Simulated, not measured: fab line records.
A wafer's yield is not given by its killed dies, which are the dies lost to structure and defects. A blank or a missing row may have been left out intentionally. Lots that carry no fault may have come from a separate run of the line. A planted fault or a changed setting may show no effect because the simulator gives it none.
Check of tool commonality    flow n5_finfet    9 lots and 27 wafers in the sample

== WHY IT WAS OPENED ==
2 of 9 lots carry a flag on the reading RC_DENSE_N at N5_BEOL_M4_RC_MEAS_101. Wafers without a fault read 19.1 ohm.um, standard deviation 0.51.
Rule: a lot gets a flag if all its wafers with a number sit over 4 standard deviations from that mean, or if no wafer of it has a number. As for the other lots, they are considered sound.

lot   measured      on         RC_DENSE_N (ohm.um), wafer by wafer  flag
L262  day 8 04:54   prober-01  19.0 18.8 19.4                       
L267  day 9 05:35   prober-01  18.4 19.3 19.2                       
L273  day 11 10:02  prober-02  38.8 38.8 39.0                       FLAGGED
L274  day 11 10:28  prober-01  40.3 38.9 40.7                       FLAGGED
L277  day 12 01:50  prober-01  18.9 19.7 19.2                       
L280  day 13 00:23  prober-01  18.3 18.3 19.0                       
L281  day 13 21:21  prober-02  18.8 18.9 18.6                       
L283  day 13 21:41  prober-01  18.5 18.7 19.2                       
L284  day 14 04:16  prober-02  18.6 18.6 19.2                       
The numbers of the flagged lots are 39.4 ohm.um on average: +20.3 ohm.um against the usual, or +40 standard deviations.

== WHICH TOOL EACH LOT WENT THROUGH ==
4 process steps preceding the reading are held in the record, out of 1938 steps in the route. Every cell lists first the tool, next ch and the chambers used by the sampled wafers, and last the start.
lot   flag     N5_MOL_CONTACT_COAG_ETCH_59         N5_MOL_CONTACT_COAG_IMPLANT_129  N5_MOL_CONTACT_COAG_TI_SIL_19  N5_MOL_CONTACT_COAG_CO_FILL_22
L262           rie_diel-01 ch 2,3, day 5 04:50     implanter-02 ch 0, day 5 05:14   pvd_sputter-01, day 5 07:01    cvd_co-02 ch 0,2, day 5 08:26
L267           rie_diel-06 ch 1,2,3, day 6 07:46   implanter-02 ch 0, day 6 08:11   pvd_sputter-03, day 6 08:35    cvd_co-01 ch 0,2, day 6 13:38
L273  FLAGGED  rie_diel-01 ch 2,3, day 7 17:20     implanter-01, day 7 17:44        pvd_sputter-02, day 7 18:11    cvd_co-01 ch 1,2, day 7 19:31
L274  FLAGGED  rie_diel-05 ch 0,1,2, day 7 22:17   implanter-02, day 7 22:42        pvd_sputter-03, day 8 00:06    cvd_co-01 ch 0,2, day 8 01:32
L277           rie_diel-01 ch 1,2,3, day 8 23:32   implanter-01 ch 0, day 8 23:56   pvd_sputter-02, day 9 00:32    cvd_co-02 ch 0,1, day 9 01:53
L280           rie_diel-06 ch 0,2,3, day 9 14:07   implanter-01 ch 0, day 9 14:31   pvd_sputter-03, day 9 15:42    cvd_co-02 ch 0,2, day 9 17:04
L281           rie_diel-05 ch 0,1, day 10 01:07    implanter-02 ch 0, day 10 01:30  pvd_sputter-02, day 10 02:12   cvd_co-01 ch 0,1, day 10 04:03
L283           rie_diel-01 ch 0,1,2, day 10 05:57  implanter-01 ch 0, day 10 06:20  pvd_sputter-02, day 10 07:02   cvd_co-02 ch 0,1, day 10 08:59
L284           rie_diel-06 ch 0,2, day 10 10:47    implanter-02 ch 0, day 10 11:10  pvd_sputter-03, day 10 11:54   cvd_co-01 ch 0,2, day 10 13:11
What these steps do:
- N5_MOL_CONTACT_COAG_ETCH_59: etches underlayer in N2/H2, target depth 13 nm, time 10.4 s.
- N5_MOL_CONTACT_COAG_IMPLANT_129
- N5_MOL_CONTACT_COAG_TI_SIL_19: material Ti, target thk 4.2 nm, time 15 s.
- N5_MOL_CONTACT_COAG_CO_FILL_22: material Co, precursor CCTBA/H2, target thk 20 nm.
- N5_BEOL_M4_RC_MEAS_101

== FLAGGED AGAINST TOTAL, ONE TOOL AT A TIME (gauges that did the reading follow at the end) ==
step                             tool            lots run  flagged  share of the flagged lots  sound lots run after its first flagged lot
N5_MOL_CONTACT_COAG_ETCH_59      rie_diel-01     4         1        some                       2 (L277,L283)
N5_MOL_CONTACT_COAG_ETCH_59      rie_diel-05     2         1        some                       1 (L281)
N5_MOL_CONTACT_COAG_ETCH_59      rie_diel-06     3         0        none                       -
N5_MOL_CONTACT_COAG_IMPLANT_129  implanter-01    4         1        some                       3 (L277,L280,L283)
N5_MOL_CONTACT_COAG_IMPLANT_129  implanter-02    5         1        some                       2 (L281,L284)
N5_MOL_CONTACT_COAG_TI_SIL_19    pvd_sputter-01  1         0        none                       -
N5_MOL_CONTACT_COAG_TI_SIL_19    pvd_sputter-02  4         1        some                       3 (L277,L281,L283)
N5_MOL_CONTACT_COAG_TI_SIL_19    pvd_sputter-03  4         1        some                       2 (L280,L284)
N5_MOL_CONTACT_COAG_CO_FILL_22   cvd_co-01       5         2        all                        2 (L281,L284)
N5_MOL_CONTACT_COAG_CO_FILL_22   cvd_co-02       4         0        none                       -
N5_BEOL_M4_RC_MEAS_101           prober-01       6         1        some                       3 (L277,L280,L283)
N5_BEOL_M4_RC_MEAS_101           prober-02       3         1        some                       2 (L281,L284)

== WHAT IS ALLOWED BY THE TABLE ==
All flagged lots share 1 row of the table, namely cvd_co-01 at N5_MOL_CONTACT_COAG_CO_FILL_22.
- cvd_co-01 at N5_MOL_CONTACT_COAG_CO_FILL_22: 2 of its 5 lots flagged. Lots that were sound ran on it after the first flagged one (L281, L284); a persistent fault on the entire tool would not allow that.
Not one row of the table ran every flagged lot while running no sound lot after the first.

== WHAT THE SIMULATOR HAD INSERTED ==
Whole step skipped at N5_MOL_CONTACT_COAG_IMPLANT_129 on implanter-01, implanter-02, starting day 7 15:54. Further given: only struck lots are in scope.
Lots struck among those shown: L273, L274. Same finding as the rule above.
